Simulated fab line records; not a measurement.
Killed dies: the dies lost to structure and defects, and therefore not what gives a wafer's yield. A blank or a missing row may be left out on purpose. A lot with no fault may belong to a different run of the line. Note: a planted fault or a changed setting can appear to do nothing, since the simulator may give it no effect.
fab line records	flow nand_harc
[record] lots = 6	wafers = 18	last_day = 31
route steps=1302 shown A_CONTACT@1054 END@1302
lots that met no fault: taken from a fault-free run of the same line
start_h: hours from the record's opening day to when the first of the lot's shown wafers began	wait_h: hours elapsed since this lot's preceding step	" the same as in the row above	L1.1+2: several wafers, shown together as one row	- either no value or no given start	* or withheld: withheld	< > ~ a bound
route shown NAME@n: a module of which the file shows steps, and the number in the route of the first	usual: mean/standard deviation of fault-free wafers	same: alike in all rows	chamber/n: place in a boat	sites: readings site by site	_std_site: standard deviation of those values	_edge_site: outer sites' mean less inner sites'	radius_mm: how far each site lies from the wafer's centre	mask NAME#n: copy n	behind: the tool/chamber that last shaped the wafer	hold: why the lot went on hold/how many hours it stayed there/how the hold came to an end	device: the transistor (n, p or np) that didn't switch	end of line: tests of these same wafers at the route's end	for a step that has no rows: nothing shown but its recipe	killed: at the first sort, the dies lost to defects and structure; wafer yield is something else	map: the dies of a wafer, with x for killed, . for not killed, _ for no die there
set.NAME: the setting the step ran with; set.NAME@STEP: the setting that earlier step ran with	model.NAME: the simulator's own value behind a step, which no gauge read
lots at selected steps of the route; one table per step, one row per wafer
services: the hour from which a tool's chamber was out of use, counted from the record's first day as start_h (under 0 if before that day), plus the number of hours and why
[[steps]]
[step NHARC_A_CONTACT_ETCH_131]
[recipe] source_w = withheld	pressure_mtorr = 20	bias_v = 3000	time_s = 197	target_depth_a = 19180	ar_flow_sccm = withheld	c4f8_flow_sccm = withheld	o2_flow_sccm = withheld	chemistry = C4F8/O2/Ar
lot.wafer	tool	chamber	start_h	wait_h	rf_hours_counter_h
L752.1	har_cap_etch-02	1	552.52	0.1	89
L752.2	"	0	"	"	89
L752.4	"	1	"	"	-
L753.1	har_cap_etch-02	1	556.18	0.1	91
L753.3	"	0	"	"	-
L753.6	"	1	"	"	-
L755.1	har_cap_etch-01	1	569.20	0.1	14
L755.3	"	1	"	"	-
L755.4	"	0	"	"	-
L754.2	har_cap_etch-03	0	570.98	0.1	54
L754.1	"	1	"	"	54
L754.3	"	0	"	"	-
L766.2	har_cap_etch-01	0	694.41	0.1	34
L766.5	"	1	"	"	-
L766.6	"	0	"	"	-
L765.4	har_cap_etch-03	1	696.11	0.2	-
L765.6	"	1	"	"	-
L765.5	"	0	"	"	-
[step NHARC_A_CONTACT_ETCH_132]
[recipe] source_w = withheld	pressure_mtorr = 20	bias_v = 3000	time_s = 197	target_depth_a = 19240	ar_flow_sccm = withheld	c4f8_flow_sccm = withheld	o2_flow_sccm = withheld	chemistry = C4F8/O2/Ar
[step NHARC_A_CONTACT_ETCH_133]
[recipe] source_w = withheld	pressure_mtorr = 20	bias_v = 400	time_s = 374	target_depth_a = 16100	ar_flow_sccm = withheld	c4f8_flow_sccm = 11.5	o2_flow_sccm = 7.2	chemistry = C4F8/O2/Ar
lot.wafer	tool	chamber	start_h	wait_h	rf_hours_counter_h
L752.1	har_cap_etch-02	1	552.88	0.1	90
L752.2	"	0	"	"	90
L752.4	"	1	"	"	-
L753.1	har_cap_etch-02	1	556.58	0.2	91
L753.3	"	0	"	"	-
L753.6	"	1	"	"	-
L755.1	har_cap_etch-01	1	569.55	0.1	14
L755.3	"	1	"	"	-
L755.4	"	0	"	"	-
L754.2	har_cap_etch-03	0	571.34	0.1	55
L754.1	"	1	"	"	55
L754.3	"	0	"	"	-
L766.2	har_cap_etch-01	0	694.80	0.2	35
L766.5	"	1	"	"	-
L766.6	"	0	"	"	-
L765.4	har_cap_etch-03	1	696.68	0.3	-
L765.6	"	1	"	"	-
L765.5	"	0	"	"	-
[step NHARC_A_CONTACT_ETCH_91]
[recipe] target_depth_a = 400	over_etch_frac = 0.5	time_s = 85.7	ion_energy_ev = 120	ch3f_flow_sccm = 50	o2_flow_sccm = 30	ar_flow_sccm = 200	rf_w = 500	bias_w = 100	chemistry = CH3F/O2
[step NHARC_A_CONTACT_ETCH_97]
[recipe] target_depth_a = 200	over_etch_frac = 0.5	time_s = 10	ion_energy_ev = 250	c4f6_flow_sccm = 25	o2_flow_sccm = 20	ar_flow_sccm = 500	rf_w = 600	bias_w = 500	chemistry = C4F6/O2
[usual] drypump_motor_current_A = 5.7/0.43	oes_product_au = 0.956/0.026	rf_vpp_V = 547/3.7	showerhead_plenum_p_Torr = 3.95/0.17	throttle_valve_pct = 26.902/0.0094
lot.wafer	tool	chamber	start_h	wait_h	drypump_motor_current_A	oes_product_au	rf_hours_counter_h	rf_vpp_V	showerhead_plenum_p_Torr	throttle_valve_pct
L752.2	rie_diel-03	2	-	-	6.2	0.946	15	548	4.01	26.903
L752.1	"	3	"	"	5.9	0.931	15	551	4.11	26.898
L752.4	"	1	"	"	6.2	0.949	15	544	3.76	26.913
L753.1	rie_diel-02	3	557.46	0.1	5.3	0.935	55	551	4.13	26.910
L753.3	"	0	"	"	5.3	0.951	40	548	4.00	26.918
L753.6	"	0	"	"	5.3	0.951	-	549	4.00	26.901
L755.3	rie_diel-02	2	-	-	6.0	0.946	52	545	3.85	26.895
L755.1	"	0	"	"	5.2	0.939	44	548	4.00	26.918
L755.4	"	1	"	"	5.3	0.963	50	550	4.12	26.906
L754.2	rie_diel-03	2	-	-	6.2	0.951	17	551	4.01	26.907
L754.1	"	3	"	"	5.9	0.932	17	550	4.11	26.919
L754.3	"	0	"	"	5.6	0.933	17	544	3.74	26.903
L766.2	rie_diel-03	3	-	-	5.9	0.935	10	550	4.09	26.891
L766.6	"	0	"	"	5.6	0.934	-	542	3.73	26.892
L766.5	"	1	"	"	6.2	0.953	-	543	3.75	26.897
L765.4	rie_diel-03	2	-	-	6.2	0.956	9	548	4.00	26.913
L765.6	"	3	"	"	5.9	0.928	-	550	4.09	26.888
L765.5	"	0	"	"	5.6	0.928	-	544	3.73	26.888
[step NHARC_A_CONTACT_CD_MEAS_80]
[usual] cd_nm = 289.1/1.1
lot.wafer	tool	chamber	start_h	wait_h	cd_nm
L752.1	cd_sem-03	-	553.87	-	288.3
L752.2	"	-	"	"	288.4
L752.4	"	-	"	"	287.6
L753.1	cd_sem-01	-	557.54	-	289.2
L753.3	"	-	"	"	288.3
L753.6	"	-	"	"	289.3
L755.1	cd_sem-03	-	570.56	-	290.7
L755.3	"	-	"	"	289.3
L755.4	"	-	"	"	289.5
L754.1	cd_sem-01	-	572.34	-	287.0
L754.2	"	-	"	"	287.5
L754.3	"	-	"	"	287.5
L766.2	cd_sem-01	-	695.73	-	290.3
L766.5	"	-	"	"	289.8
L766.6	"	-	"	"	290.2
L765.4	cd_sem-02	-	697.64	-	288.6
L765.5	"	-	"	"	288.2
L765.6	"	-	"	"	288.7
[step NHARC_A_CONTACT_STRIP_103]
[recipe] n2_flow_sccm = 150	h2_flow_sccm = 150	ar_flow_sccm = 0	bias_w = 0	chemistry = N2/H2
[step NHARC_A_CONTACT_STRIP_104]
[recipe] cf4_flow_sccm = 100	chf3_flow_sccm = 30	ar_flow_sccm = 0	bias_w = 0	chemistry = CF4/CHF3
[step NHARC_A_CONTACT_STRIP_105]
[recipe] o2_flow_sccm = 400	cos_flow_sccm = 20	ar_flow_sccm = 0	bias_w = 0	chemistry = O2/COS
[step NHARC_A_CONTACT_ETCH_106]
[recipe] target_depth_a = 900	overetch_a = 90	time_s = 49.5	ion_energy_ev = 100	cf4_flow_sccm = 80	o2_flow_sccm = 20	ar_flow_sccm = 0	rf_w = 300	bias_w = 100	chemistry = CF4/O2
[usual] drypump_motor_current_A = 5.8/0.41	oes_product_au = 0.996/0.011	rf_vpp_V = 198.0/1.4	showerhead_plenum_p_Torr = 1.34/0.061	throttle_valve_pct = 13.398/0.0093
lot.wafer	tool	chamber	start_h	wait_h	drypump_motor_current_A	oes_product_au	rf_hours_counter_h	rf_vpp_V	showerhead_plenum_p_Torr	throttle_valve_pct
L752.4	rie_diel-03	3	554.17	0.1	5.9	0.995	15	198.3	1.40	13.391
L752.2	"	0	"	"	5.5	0.992	15	197.3	1.27	13.396
L752.1	"	2	"	"	6.2	1.016	15	198.8	1.37	13.401
L753.3	rie_diel-02	3	557.87	0.1	5.2	0.971	55	198.0	1.41	13.405
L753.1	"	1	"	"	5.2	1.011	46	199.1	1.41	13.381
L753.6	"	3	"	"	5.2	0.982	-	200.6	1.41	13.402
L755.1	rie_diel-02	1	570.86	0.1	5.3	1.002	50	198.7	1.41	13.405
L755.3	"	2	"	"	6.0	0.985	52	196.7	1.31	13.393
L755.4	"	3	"	"	5.2	0.977	59	199.1	1.41	13.392
L754.3	rie_diel-03	2	572.64	0.1	6.2	1.004	17	198.6	1.37	13.398
L754.2	"	3	"	"	5.9	0.995	17	199.8	1.40	13.397
L754.1	"	1	"	"	6.2	1.010	17	196.7	1.28	13.398
L766.2	rie_diel-03	3	696.03	0.1	5.9	0.976	10	197.7	1.40	13.389
L766.6	"	2	"	"	6.2	0.998	-	198.1	1.36	13.389
L766.5	"	3	"	"	5.9	0.976	-	199.2	1.40	13.393
L765.4	rie_diel-03	2	697.94	0.1	6.2	1.000	9	199.7	1.36	13.398
L765.6	"	0	"	"	5.6	0.985	-	196.9	1.26	13.392
L765.5	"	1	"	"	6.2	1.006	-	197.3	1.27	13.403
[step NHARC_A_CONTACT_STRIP_82]
[recipe] o2_flow_sccm = 500	ar_flow_sccm = 0	bias_w = 0	chemistry = O2
[step NHARC_A_CONTACT_STRIP_83]
[recipe] time_s = 600	temp_c = 30	chemistry = post_etch_residue_remover
[step NHARC_A_CONTACT_DEP_84]
[recipe] target_thk_a = 28000	temp_c = 400	material = aC
[usual] throttle_valve_pct = 34.999/0.0085
lot.wafer	tool	chamber	start_h	wait_h	throttle_valve_pct
L752.1	acl_dep-03	0	560.55	-	35.012
L752.2	"	0	"	"	35.012
L752.4	"	0	"	"	34.999
L753.1	acl_dep-01	0	564.57	-	35.000
L753.3	"	0	"	"	35.011
L753.6	"	0	"	"	35.008
L755.1	acl_dep-03	0	571.51	-	35.017
L755.3	"	0	"	"	35.000
L755.4	"	0	"	"	34.999
L754.1	acl_dep-03	0	573.30	-	35.000
L754.2	"	0	"	"	35.002
L754.3	"	0	"	"	34.996
L766.2	acl_dep-01	0	696.97	-	35.008
L766.5	"	0	"	"	34.994
L766.6	"	0	"	"	34.995
L765.4	acl_dep-03	0	699.44	-	35.027
L765.5	"	0	"	"	34.998
L765.6	"	0	"	"	34.981
[step NHARC_A_CONTACT_DEP_85]
[recipe] target_thk_a = 600	target_thk_nm = 60	temp_c = 400	pressure_torr = 3.5	flow_sccm = 200	rf_w = 350	material = SiON
[usual] heater_power_w = 760/95
lot.wafer	tool	chamber	start_h	wait_h	heater_power_w	since_wet_clean_h
L752.2	pecvd-02	0	562.33	1.2	552	141
L752.1	"	1	"	"	787	141
L752.4	"	1	"	"	793	-
L753.3	pecvd-01	0	566.33	0.9	893	61
L753.1	"	2	"	"	744	61
L753.6	"	2	"	"	748	-
L755.1	pecvd-01	0	573.28	1.5	916	68
L755.3	"	1	"	"	743	68
L755.4	"	0	"	"	953	-
L754.2	pecvd-02	1	575.04	1.2	842	154
L754.1	"	2	"	"	635	154
L754.3	"	0	"	"	632	154
L766.2	pecvd-01	1	698.47	1.2	773	12
L766.6	"	0	"	"	938	-
L766.5	"	1	"	"	759	-
L765.4	pecvd-01	2	700.40	0.7	717	-
L765.5	"	0	"	"	855	-
L765.6	"	1	"	"	720	-
[step NHARC_A_CONTACT_DEHYDRATE_00]
[recipe] temp_c = 150	time_s = 120
[step NHARC_A_CONTACT_HMDS_01]
[recipe] time_s = 30
[step NHARC_A_CONTACT_COAT_86]
[recipe] temp_c = 260	time_s = 75
[step NHARC_A_CONTACT_COAT_87]
[recipe] temp_c = 225	time_s = 65
[step NHARC_A_CONTACT_COAT_02]
[recipe] spin_rpm = 1500	resist_thk_nm = 90
[step NHARC_A_CONTACT_SOFTBAKE_03]
[recipe] temp_c = 105	time_s = 55
[step NHARC_A_CONTACT_EBR_04]
[step NHARC_A_CONTACT_EXPOSE_05]
[recipe] na = 1.35	sigma_outer = 0.8	dose_mj = 84.24	mask_id = A_CC
[step NHARC_A_CONTACT_PEB_06]
[recipe] peb_temp_c = 100	peb_time_s = 65
[step NHARC_A_CONTACT_DEVELOP_07]
[recipe] develop_time_s = 35	dev_temp_c = 23
[step NHARC_A_CONTACT_CD_MEAS_08]
[recipe] target_cd_nm = 200	landing_energy_ev = 500
[usual] cd_nm = 200.4/0.5
lot.wafer	tool	chamber	start_h	wait_h	cd_nm
L752.1	cd_sem-02	0	563.14	-	199.8
L752.2	"	0	"	"	199.4
L752.4	"	0	"	"	200.4
L753.1	cd_sem-03	0	567.05	-	200.2
L753.3	"	0	"	"	200.5
L753.6	"	0	"	"	200.1
L755.1	cd_sem-01	0	573.98	-	200.7
L755.3	"	0	"	"	200.4
L755.4	"	0	"	"	200.3
L754.1	cd_sem-03	0	575.76	-	200.3
L754.2	"	0	"	"	201.3
L754.3	"	0	"	"	201.5
L766.2	cd_sem-03	0	699.01	-	199.9
L766.5	"	0	"	"	200.2
L766.6	"	0	"	"	200.4
L765.4	cd_sem-02	0	701.04	-	199.9
L765.5	"	0	"	"	200.2
L765.6	"	0	"	"	199.7
[step NHARC_A_CONTACT_OVL_MEAS_09]
[usual] overlay_x_nm = 0.0/0.93	overlay_y_nm = -0.1/0.86
lot.wafer	tool	chamber	start_h	wait_h	overlay_x_nm	overlay_y_nm
L752.1	overlay-01	-	563.23	-	1.2	-1.4
L752.2	"	-	"	"	1.4	-0.7
L752.4	"	-	"	"	1.2	-1.4
L753.1	overlay-02	-	567.14	-	-0.1	0.5
L753.3	"	-	"	"	-0.1	1.3
L753.6	"	-	"	"	0.5	0.7
L755.1	overlay-02	-	574.07	-	-1.1	-2.1
L755.3	"	-	"	"	-1.1	-1.5
L755.4	"	-	"	"	-1.4	-1.5
L754.1	overlay-01	-	575.85	-	-0.7	-0.5
L754.2	"	-	"	"	-0.6	-0.7
L754.3	"	-	"	"	-0.2	-0.4
L766.2	overlay-02	-	699.09	-	0.0	1.3
L766.5	"	-	"	"	-0.4	0.8
L766.6	"	-	"	"	-0.7	1.3
L765.4	overlay-02	-	701.13	-	0.5	-1.4
L765.5	"	-	"	"	0.4	-1.3
L765.6	"	-	"	"	1.2	-1.2
[step NHARC_A_CONTACT_INSPECT_10]
[usual] raw_defect_count = 83/32
lot.wafer	tool	chamber	start_h	wait_h	raw_defect_count
L752.1	defect_inspect-02	-	563.26	0.0	89
L752.2	"	-	"	"	64
L752.4	"	-	"	"	52
L753.1	defect_inspect-02	-	567.17	0.0	121
L753.3	"	-	"	"	122
L753.6	"	-	"	"	93
L755.1	defect_inspect-02	-	574.10	0.0	417
L755.3	"	-	"	"	457
L755.4	"	-	"	"	442
L754.1	defect_inspect-02	-	575.89	0.0	448
L754.2	"	-	"	"	500
L754.3	"	-	"	"	494
L766.2	defect_inspect-02	-	699.13	0.0	156
L766.5	"	-	"	"	158
L766.6	"	-	"	"	159
L765.4	defect_inspect-02	-	701.16	0.0	27
L765.5	"	-	"	"	37
L765.6	"	-	"	"	36
[step NHARC_A_CONTACT_DESCUM_13]
[recipe] time_s = 3	o2_flow_sccm = 200	ar_flow_sccm = 0	bias_power_w = 0	chemistry = O2
[step NHARC_END_SORT_01]
[recipe] temp_c = 25
[usual] killed_at_array = 57/18	killed_at_other = 0.8/1	killed_at_periphery = 3.9/2.8	killed_dies = 62/18	killed_open = 3.4/1.8	killed_short = 2.2/1.6
[same] gross_dies = 677
lot.wafer	tool	chamber	start_h	wait_h	killed_at_array	killed_at_other	killed_at_periphery	killed_dies	killed_open	killed_short
L755.1	prober-01	0	622.44	2.5	100	0	2	102	5	0
L755.3	prober-01	0	624.02	3.1	98	1	5	104	3	2
L755.4	prober-01	0	624.81	3.4	95	2	2	99	4	1
L754.1	prober-01	0	630.16	2.5	124	1	2	127	5	2
L754.2	prober-01	0	630.96	2.8	126	0	1	127	2	1
L754.3	prober-01	0	631.77	3.1	127	0	2	129	3	1
// killed by level:class
L755.1 A_CONTACT:unspecified=67 A_SLIT:chamber_film_flake=19 A_CHANNEL_HOLE_D2:chamber_film_flake=4 A_CHANNEL_HOLE_D1:chamber_film_flake=3 P_STI:geometric_particle:open=1 A_CHANNEL_FILL_D1:geometric_particle:open=1 A_DECK1_JOINT:geometric_particle:open=1 A_CHANNEL_HOLE_D2:geometric_particle:open=1
L755.3 A_CONTACT:unspecified=66 A_SLIT:chamber_film_flake=18 A_CHANNEL_HOLE_D2:chamber_film_flake=5 A_DECK1_JOINT:geometric_particle:open=2 A_CONTACT:chamber_film_flake=2 P_CONTACT:geometric_particle:short=1 P_CONTACT:geometric_particle:open=1 A_CHANNEL_FILL_D1:geometric_particle:short=1
L755.4 A_CONTACT:unspecified=68 A_SLIT:chamber_film_flake=13 A_CHANNEL_HOLE_D2:chamber_film_flake=8 A_CHANNEL_HOLE_D1:chamber_film_flake=3 THIN_TSV:chamber_film_flake=2 P_GATE:geometric_particle:open=1 P_CONTACT:geometric_particle:short=1 A_CHANNEL_FILL_D2:geometric_particle:open=1
L754.1 A_CONTACT:unspecified=69 A_CHANNEL_HOLE_D2:chamber_film_flake=23 A_CHANNEL_HOLE_D1:chamber_film_flake=18 A_CONTACT:chamber_film_flake=3 A_CONTACT:geometric_particle:open=2 A_SLIT:chamber_film_flake=2 P_CONTACT:geometric_particle:open=1 A_CHANNEL_FILL_D1:geometric_particle:short=1
L754.2 A_CONTACT:unspecified=72 A_CHANNEL_HOLE_D2:chamber_film_flake=25 A_CHANNEL_HOLE_D1:chamber_film_flake=22 A_STAIRCASE:chamber_film_flake=3 P_M1:geometric_particle:open=1 A_DECK1_JOINT:geometric_particle:short=1 A_CHANNEL_HOLE_D2:geometric_particle:open=1 A_ZERO_WELL:chamber_film_flake=1
L754.3 A_CONTACT:unspecified=70 A_CHANNEL_HOLE_D1:chamber_film_flake=27 A_CHANNEL_HOLE_D2:chamber_film_flake=22 A_STAIRCASE:chamber_film_flake=3 A_CHANNEL_FILL_D1:geometric_particle:open=1 A_CHANNEL_HOLE_D2:geometric_particle:short=1 A_CHANNEL_HOLE_D2:geometric_particle:open=1 A_CHANNEL_FILL_D2:geometric_particle:open=1
// map L754.3 (x killed, . not)
____________.____________
_________......._________
_______.........x._______
______.............______
_____.x............._____
____..xxx.x.x......x.____
____.....x..x......xx____
___.....xxxx.x..xxxxxx___
___....x.xxx....xxxxxx___
__.....x.xxxx....xxxxxx__
__...xx.xxxxx...xxxxxxx__
_.......xxxxx.x..xxxxxxx_
_......xxxxxx....xxxxxxx_
_.......xxx.x...xxxxxxxx_
_......xxx........xxxxxx_
_.....x..x........xxxxx._
........x...........xx...
...................xxx...
..................x..xx..
...................x.....
...x.....................
_.................x....._
_......................._
_.......x.....x........._
_x......................_
_......................._
__............x........__
__.....................__
___...................___
___...................___
____.................____
____.................____
_____.........x....._____
______.............______
_______..........._______
_________......._________
____________.____________
// map L755.3 (x killed, . not)
____________.____________
_________....x.._________
_______..........._______
______.............______
_____..............._____
____................x____
____..............xxx____
___...........x.x.xxxx___
___...............xxxx___
__.........x....xxxxxxx__
__..............xxxxxxx__
_...............xxxxxxx._
_...............xxxxxxxx_
_...............xxxxxxx._
_...............x.xxxxxx_
_............x..xxxxxxx._
.................x.xxxxxx
................x.xxxx...
..................xxxxx.x
...................xx..x.
....................xxxx.
_....................xx._
_....................x.._
_....................x.._
_......................._
_....................x.._
__.........x....x......__
__.....................__
___...................___
___..............x....___
____.................____
____.................____
_____..............._____
______.....x.......______
_______xx......x.._______
_________......._________
____________.____________
[[services]]
tool	chamber	start_h	hours	kind
rie_diel-02	0	539.74	2.6	repair
rie_diel-03	0	540.82	-	clean
rie_diel-03	1	540.82	-	clean
rie_diel-03	2	540.82	-	clean
rie_diel-03	3	540.82	-	clean
rie_diel-02	2	541.20	28.6	repair
pecvd-01	0	544.14	10.0	repair
acl_dep-01	-	549.73	13.0	pm
rie_diel-02	-	559.32	0.6	repair
rie_diel-03	0	565.32	-	clean
rie_diel-03	1	565.32	-	clean
rie_diel-03	2	565.32	-	clean
rie_diel-03	3	565.32	-	clean
rie_diel-02	-	571.69	9.0	pm
pecvd-02	-	589.37	13.0	pm
rie_diel-03	0	589.82	-	clean
rie_diel-03	1	589.82	-	clean
rie_diel-03	2	589.82	-	clean
rie_diel-02	-	592.64	0.9	repair
rie_diel-03	-	635.38	9.0	pm
pecvd-01	2	638.53	4.8	repair
har_cap_etch-01	-	661.17	0.4	repair
acl_dep-03	-	665.55	13.0	pm
pecvd-01	-	673.45	13.0	pm
[[key]]
[first_sign] step = NHARC_A_CONTACT_INSPECT_10	reading = raw_defect_count	direction = up	sigmas = 12	usual = 83	struck = 460
[effect] step = NHARC_END_SORT_01	reading = killed_at_array	direction = up	sigmas = 3	usual = 57	struck = 112
[more_kills_born_at] NHARC_A_CONTACT_DEP_84@acl_dep-03 = 412
met_at NHARC_A_CONTACT_DEP_84
struck_wafers L754.1,L754.2,L754.3,L755.1,L755.3,L755.4
tester_left_out L754,L755
[fault] kind = chamber_particle_source	tool = acl_dep-03	chamber = -	onset_h = 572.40	steps = NHARC_A_CONTACT_DEP_84	rate_per_visit_cm2 = 0.58377	end_h = 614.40
// tester_left_out: of these lots the tester's yield and bins aren't shown, on N5 and GAA mostly nor the transistor test; their killed dies are dies lost to structure and defects alone, not to doping, threshold or leakage, so they don't give the yield
